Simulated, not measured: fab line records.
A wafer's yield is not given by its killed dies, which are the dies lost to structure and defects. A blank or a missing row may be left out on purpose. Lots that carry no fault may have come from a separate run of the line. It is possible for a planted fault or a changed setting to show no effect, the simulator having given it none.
Which tool was responsible? / flow nand-harc / 72 wafers from 24 lots sampled at 4 of the route's 1159 steps

WHAT EACH GAUGE READ, for each wafer
NHARC_A_M0_CD_MEAS_09: the cd target is 80 nm. Usual: cd-nm at 79.7 nm, with a standard deviation of 0.58.
lot=L074; measured=day 17 10:26; on=cd-sem-01; cd-nm (nm)=80.5 80.4 80.0; flag=
lot=L075; measured=day 17 18:09; on=cd-sem-03; cd-nm (nm)=80.8 80.0 80.4; flag=
lot=L076; measured=day 17 18:35; on=cd-sem-03; cd-nm (nm)=79.2 79.5 79.2; flag=
lot=L078; measured=day 17 21:04; on=cd-sem-01; cd-nm (nm)=79.4 79.7 80.3; flag=
lot=L077; measured=day 17 23:33; on=cd-sem-03; cd-nm (nm)=80.2 81.3 79.9; flag=
lot=L079; measured=day 18 21:00; on=cd-sem-02; cd-nm (nm)=79.7 79.2 79.2; flag=
lot=L080; measured=day 19 11:44; on=cd-sem-01; cd-nm (nm)=79.6 79.2 79.0; flag=
lot=L081; measured=day 19 12:26; on=cd-sem-01; cd-nm (nm)=79.2 79.5 78.9; flag=
lot=L082; measured=day 19 19:38; on=cd-sem-02; cd-nm (nm)=79.9 80.3 79.8; flag=
lot=L083; measured=day 19 20:04; on=cd-sem-01; cd-nm (nm)=80.2 80.3 80.2; flag=
lot=L085; measured=day 20 04:28; on=cd-sem-03; cd-nm (nm)=80.5 80.5 80.2; flag=
lot=L086; measured=day 20 13:15; on=cd-sem-03; cd-nm (nm)=78.8 79.8 80.1; flag=
lot=L087; measured=day 20 14:04; on=cd-sem-01; cd-nm (nm)=79.8 78.8 79.2; flag=
lot=L089; measured=day 20 23:04; on=cd-sem-01; cd-nm (nm)=79.2 79.2 79.7; flag=
lot=L084; measured=day 20 23:25; on=cd-sem-02; cd-nm (nm)=80.4 80.4 79.7; flag=
lot=L088; measured=day 21 03:58; on=cd-sem-02; cd-nm (nm)=80.0 79.3 80.8; flag=
lot=L090; measured=day 21 10:49; on=cd-sem-02; cd-nm (nm)=79.3 79.5 78.9; flag=
lot=L091; measured=day 22 00:07; on=cd-sem-02; cd-nm (nm)=79.3 79.6 79.9; flag=
lot=L093; measured=day 22 06:07; on=cd-sem-03; cd-nm (nm)=80.2 79.4 79.2; flag=
lot=L094; measured=day 22 06:56; on=cd-sem-02; cd-nm (nm)=79.8 79.6 79.6; flag=
lot=L092; measured=day 22 14:56; on=cd-sem-02; cd-nm (nm)=79.4 79.3 80.0; flag=
lot=L097; measured=day 23 02:29; on=cd-sem-02; cd-nm (nm)=80.1 81.1 80.8; flag=
lot=L095; measured=day 23 05:28; on=cd-sem-03; cd-nm (nm)=79.3 79.6 78.4; flag=
lot=L096; measured=day 23 06:57; on=cd-sem-03; cd-nm (nm)=80.3 79.0 79.9; flag=

NHARC_A_M0_OVL_MEAS_10: pitch 160 nm. Usual: overlay-x-nm 0.2 nm, standard deviation 0.83; overlay-y-nm 0.1 nm, standard deviation 0.69.
lot=L074; measured=day 17 10:31; on=overlay-01; overlay-x-nm (nm)=-0.1 0.1 -0.3; overlay-y-nm (nm)=-0.4 -0.8 -0.2; flag=
lot=L075; measured=day 17 18:14; on=overlay-02; overlay-x-nm (nm)=1.5 1.7 1.7; overlay-y-nm (nm)=0.1 1.3 0.5; flag=
lot=L076; measured=day 17 18:40; on=overlay-01; overlay-x-nm (nm)=-0.4 -0.1 0.0; overlay-y-nm (nm)=-1.8 -1.5 -0.8; flag=
lot=L078; measured=day 17 21:08; on=overlay-02; overlay-x-nm (nm)=0.2 0.1 -0.1; overlay-y-nm (nm)=1.1 -0.2 0.2; flag=
lot=L077; measured=day 17 23:38; on=overlay-02; overlay-x-nm (nm)=-0.5 -0.9 -0.2; overlay-y-nm (nm)=0.2 -0.4 -0.5; flag=
lot=L079; measured=day 18 21:05; on=overlay-02; overlay-x-nm (nm)=0.1 0.1 0.3; overlay-y-nm (nm)=1.0 0.4 0.4; flag=
lot=L080; measured=day 19 11:49; on=overlay-01; overlay-x-nm (nm)=-0.1 0.0 -0.2; overlay-y-nm (nm)=-1.3 -1.6 -1.3; flag=
lot=L081; measured=day 19 12:31; on=overlay-01; overlay-x-nm (nm)=2.0 2.4 2.1; overlay-y-nm (nm)=0.6 0.4 0.5; flag=
lot=L082; measured=day 19 19:44; on=overlay-01; overlay-x-nm (nm)=0.4 1.0 0.8; overlay-y-nm (nm)=1.3 1.4 1.6; flag=
lot=L083; measured=day 19 20:09; on=overlay-01; overlay-x-nm (nm)=-0.8 -0.9 -0.9; overlay-y-nm (nm)=-0.1 -0.6 -0.2; flag=
lot=L085; measured=day 20 04:33; on=overlay-01; overlay-x-nm (nm)=-0.1 -0.5 -0.7; overlay-y-nm (nm)=0.2 0.1 0.1; flag=
lot=L086; measured=day 20 13:20; on=overlay-01; overlay-x-nm (nm)=0.2 0.1 0.4; overlay-y-nm (nm)=0.4 0.5 0.7; flag=
lot=L087; measured=day 20 14:10; on=overlay-01; overlay-x-nm (nm)=0.9 0.8 1.6; overlay-y-nm (nm)=-0.1 -0.5 -0.2; flag=
lot=L089; measured=day 20 23:10; on=overlay-01; overlay-x-nm (nm)=-0.8 -0.9 -0.3; overlay-y-nm (nm)=0.6 0.1 -0.4; flag=
lot=L084; measured=day 20 23:30; on=overlay-01; overlay-x-nm (nm)=0.3 -0.3 0.6; overlay-y-nm (nm)=-0.2 0.1 0.0; flag=
lot=L088; measured=day 21 04:04; on=overlay-01; overlay-x-nm (nm)=0.8 0.3 0.1; overlay-y-nm (nm)=0.6 0.5 0.9; flag=
lot=L090; measured=day 21 10:54; on=overlay-02; overlay-x-nm (nm)=-0.1 -0.5 -0.4; overlay-y-nm (nm)=0.0 0.0 0.4; flag=
lot=L091; measured=day 22 00:11; on=overlay-02; overlay-x-nm (nm)=-0.5 -0.1 0.3; overlay-y-nm (nm)=0.5 0.5 0.6; flag=
lot=L093; measured=day 22 06:12; on=overlay-02; overlay-x-nm (nm)=1.2 0.8 0.9; overlay-y-nm (nm)=0.5 0.1 0.4; flag=
lot=L094; measured=day 22 07:02; on=overlay-01; overlay-x-nm (nm)=0.0 1.0 0.6; overlay-y-nm (nm)=-0.4 0.0 -0.7; flag=
lot=L092; measured=day 22 15:02; on=overlay-01; overlay-x-nm (nm)=-0.1 0.1 0.2; overlay-y-nm (nm)=-0.3 -0.2 -0.2; flag=
lot=L097; measured=day 23 02:34; on=overlay-02; overlay-x-nm (nm)=-0.2 0.1 -0.2; overlay-y-nm (nm)=1.0 1.3 0.9; flag=
lot=L095; measured=day 23 05:33; on=overlay-01; overlay-x-nm (nm)=1.0 1.7 1.3; overlay-y-nm (nm)=0.4 1.1 0.3; flag=
lot=L096; measured=day 23 07:02; on=overlay-02; overlay-x-nm (nm)=-1.7 -1.6 -1.8; overlay-y-nm (nm)=0.0 -0.4 -0.3; flag=

NHARC_A_M0_INSPECT_11. Usual: raw-defect-count at 32, with a standard deviation of 14.
lot=L074; measured=day 17 10:33; on=defect-inspect-01; raw-defect-count=17 17 24; flag=
lot=L075; measured=day 17 18:16; on=defect-inspect-02; raw-defect-count=29 24 21; flag=
lot=L076; measured=day 17 18:43; on=defect-inspect-02; raw-defect-count=21 24 19; flag=
lot=L078; measured=day 17 21:11; on=defect-inspect-02; raw-defect-count=29 16 23; flag=
lot=L077; measured=day 17 23:40; on=defect-inspect-02; raw-defect-count=23 25 12; flag=
lot=L079; measured=day 18 21:08; on=defect-inspect-02; raw-defect-count=36 35 30; flag=
lot=L080; measured=day 19 11:51; on=defect-inspect-01; raw-defect-count=41 48 32; flag=
lot=L081; measured=day 19 12:33; on=defect-inspect-02; raw-defect-count=12 14 10; flag=
lot=L082; measured=day 19 19:46; on=defect-inspect-01; raw-defect-count=56 56 45; flag=
lot=L083; measured=day 19 20:11; on=defect-inspect-02; raw-defect-count=17 17 13; flag=
lot=L085; measured=day 20 04:35; on=defect-inspect-02; raw-defect-count=34 26 33; flag=
lot=L086; measured=day 20 13:23; on=defect-inspect-01; raw-defect-count=26 26 37; flag=
lot=L087; measured=day 20 14:11; on=defect-inspect-01; raw-defect-count=63 46 34; flag=
lot=L089; measured=day 20 23:11; on=defect-inspect-01; raw-defect-count=45 52 47; flag=
lot=L084; measured=day 20 23:32; on=defect-inspect-01; raw-defect-count=30 29 38; flag=
lot=L088; measured=day 21 04:06; on=defect-inspect-01; raw-defect-count=10 17 14; flag=
lot=L090; measured=day 21 10:56; on=defect-inspect-01; raw-defect-count=34 29 29; flag=
lot=L091; measured=day 22 00:14; on=defect-inspect-02; raw-defect-count=39 35 41; flag=
lot=L093; measured=day 22 06:14; on=defect-inspect-01; raw-defect-count=35 42 40; flag=
lot=L094; measured=day 22 07:04; on=defect-inspect-02; raw-defect-count=41 29 32; flag=
lot=L092; measured=day 22 15:04; on=defect-inspect-02; raw-defect-count=64 57 63; flag=
lot=L097; measured=day 23 02:36; on=defect-inspect-02; raw-defect-count=39 57 58; flag=
lot=L095; measured=day 23 05:35; on=defect-inspect-01; raw-defect-count=18 29 29; flag=
lot=L096; measured=day 23 07:05; on=defect-inspect-01; raw-defect-count=43 44 45; flag=

WHAT TOOL EACH LOT RAN ON (gives the tool, then ch and the chambers of the sampled wafers, and finally the start)
lot=L074; NHARC_A_BLC_ETCH_18=rie-diel-04 ch 1,3, day 17 10:26 or earlier
lot=L075; NHARC_A_BLC_ETCH_18=rie-diel-13 ch 0,2,3, day 17 18:09 or earlier
lot=L076; NHARC_A_BLC_ETCH_18=rie-diel-04 ch 0,2, day 17 18:35 or earlier
lot=L078; NHARC_A_BLC_ETCH_18=rie-diel-13 ch 2,3, day 17 21:04 or earlier
lot=L077; NHARC_A_BLC_ETCH_18=rie-diel-05 ch 1,2,3, day 17 23:33 or earlier
lot=L079; NHARC_A_BLC_ETCH_18=rie-diel-05 ch 1,2,3, day 18 21:00 or earlier
lot=L080; NHARC_A_BLC_ETCH_18=rie-diel-05 ch 2,3, day 19 11:44 or earlier
lot=L081; NHARC_A_BLC_ETCH_18=rie-diel-05 ch 1,2,3, day 19 12:26 or earlier
lot=L082; NHARC_A_BLC_ETCH_18=rie-diel-05 ch 0,3, day 19 19:38 or earlier
lot=L083; NHARC_A_BLC_ETCH_18=rie-diel-13 ch 1,2,3, day 19 20:04 or earlier
lot=L085; NHARC_A_BLC_ETCH_18=rie-diel-05 ch 0,3, day 20 04:28 or earlier
lot=L086; NHARC_A_BLC_ETCH_18=rie-diel-05 ch 0,1,3, day 20 13:15 or earlier
lot=L087; NHARC_A_BLC_ETCH_18=rie-diel-05 ch 0,2, day 20 14:04 or earlier
lot=L089; NHARC_A_BLC_ETCH_18=rie-diel-05 ch 0,1, day 20 23:04 or earlier
lot=L084; NHARC_A_BLC_ETCH_18=rie-diel-05 ch 0,1,2, day 20 23:25 or earlier
lot=L088; NHARC_A_BLC_ETCH_18=rie-diel-05 ch 1,2, day 21 03:58 or earlier
lot=L090; NHARC_A_BLC_ETCH_18=rie-diel-13 ch 0,1,3, day 21 10:49 or earlier
lot=L091; NHARC_A_BLC_ETCH_18=rie-diel-13 ch 0,3, day 22 00:07 or earlier
lot=L093; NHARC_A_BLC_ETCH_18=rie-diel-13 ch 0,1,3, day 22 06:07 or earlier
lot=L094; NHARC_A_BLC_ETCH_18=rie-diel-04 ch 0,2,3, day 22 06:56 or earlier
lot=L092; NHARC_A_BLC_ETCH_18=rie-diel-13 ch 1,2, day 22 14:56 or earlier
lot=L097; NHARC_A_BLC_ETCH_18=rie-diel-05 ch 0,1,2, day 23 02:29 or earlier
lot=L095; NHARC_A_BLC_ETCH_18=rie-diel-05 ch 0,2,3, day 23 05:28 or earlier
lot=L096; NHARC_A_BLC_ETCH_18=rie-diel-04 ch 0,1, day 23 06:57 or earlier
- NHARC_A_BLC_ETCH_18: etches the open film in C4F8/O2/Ar, target depth 910 nm.

AS READ BY THE TOOLS THEMSELVES (means over the sampled wafers that have a number; for cases with no such wafer, the mark the record gives instead)
NHARC_A_BLC_ETCH_18. Usual: bias-w 1500 W, standard deviation 4.3; oes-product-au 0.953 a.u., standard deviation 0.022; rf-vpp-V 977 V, standard deviation 5.9.
lot=L074; tool=rie-diel-04; bias-w (W)=1500; oes-product-au (a.u.)=0.949; rf-vpp-V (V)=976; flag=
lot=L075; tool=rie-diel-13; bias-w (W)=1499; oes-product-au (a.u.)=0.963; rf-vpp-V (V)=978; flag=
lot=L076; tool=rie-diel-04; bias-w (W)=1499; oes-product-au (a.u.)=0.933; rf-vpp-V (V)=971; flag=
lot=L078; tool=rie-diel-13; bias-w (W)=1500; oes-product-au (a.u.)=0.924; rf-vpp-V (V)=973; flag=
lot=L077; tool=rie-diel-05; bias-w (W)=1504; oes-product-au (a.u.)=0.985; rf-vpp-V (V)=977; flag=
lot=L079; tool=rie-diel-05; bias-w (W)=1502; oes-product-au (a.u.)=0.935; rf-vpp-V (V)=977; flag=
lot=L080; tool=rie-diel-05; bias-w (W)=1502; oes-product-au (a.u.)=0.935; rf-vpp-V (V)=980; flag=
lot=L081; tool=rie-diel-05; bias-w (W)=1497; oes-product-au (a.u.)=0.982; rf-vpp-V (V)=977; flag=
lot=L082; tool=rie-diel-05; bias-w (W)=1501; oes-product-au (a.u.)=0.959; rf-vpp-V (V)=978; flag=
lot=L083; tool=rie-diel-13; bias-w (W)=1505; oes-product-au (a.u.)=0.955; rf-vpp-V (V)=976; flag=
lot=L085; tool=rie-diel-05; bias-w (W)=1496; oes-product-au (a.u.)=0.943; rf-vpp-V (V)=980; flag=
lot=L086; tool=rie-diel-05; bias-w (W)=1500; oes-product-au (a.u.)=0.973; rf-vpp-V (V)=975; flag=
lot=L087; tool=rie-diel-05; bias-w (W)=1501; oes-product-au (a.u.)=0.926; rf-vpp-V (V)=976; flag=
lot=L089; tool=rie-diel-05; bias-w (W)=1500; oes-product-au (a.u.)=0.966; rf-vpp-V (V)=970; flag=
lot=L084; tool=rie-diel-05; bias-w (W)=1500; oes-product-au (a.u.)=0.936; rf-vpp-V (V)=974; flag=
lot=L088; tool=rie-diel-05; bias-w (W)=1503; oes-product-au (a.u.)=0.977; rf-vpp-V (V)=975; flag=
lot=L090; tool=rie-diel-13; bias-w (W)=1496; oes-product-au (a.u.)=0.968; rf-vpp-V (V)=982; flag=
lot=L091; tool=rie-diel-13; bias-w (W)=1505; oes-product-au (a.u.)=0.954; rf-vpp-V (V)=979; flag=
lot=L093; tool=rie-diel-13; bias-w (W)=1496; oes-product-au (a.u.)=0.948; rf-vpp-V (V)=983; flag=
lot=L094; tool=rie-diel-04; bias-w (W)=1502; oes-product-au (a.u.)=0.962; rf-vpp-V (V)=975; flag=
lot=L092; tool=rie-diel-13; bias-w (W)=1502; oes-product-au (a.u.)=0.927; rf-vpp-V (V)=978; flag=
lot=L097; tool=rie-diel-05; bias-w (W)=1498; oes-product-au (a.u.)=0.979; rf-vpp-V (V)=975; flag=
lot=L095; tool=rie-diel-05; bias-w (W)=1499; oes-product-au (a.u.)=0.968; rf-vpp-V (V)=980; flag=
lot=L096; tool=rie-diel-04; bias-w (W)=1499; oes-product-au (a.u.)=0.964; rf-vpp-V (V)=970; flag=

THE ANSWER, worked out from the rows above alone
Rule: a lot counts as off when the mean over its wafers that have a number is more than 3 standard deviations away from the usual mean. A lot without any number at a reading at which 4 lots or more have one is off too. All remaining lots with rows at the step are treated as sound. The gauges are gone through in route order, then the tools' own readings, and for those a lot's mean is taken as printed above. The first step at which some lot is off is used, and at that step the reading that is off furthest; a lot without a number counts as furthest.
No lot is off at any reading shown: from this, nothing can be told.

WHAT THE SIMULATOR HAD PUT IN
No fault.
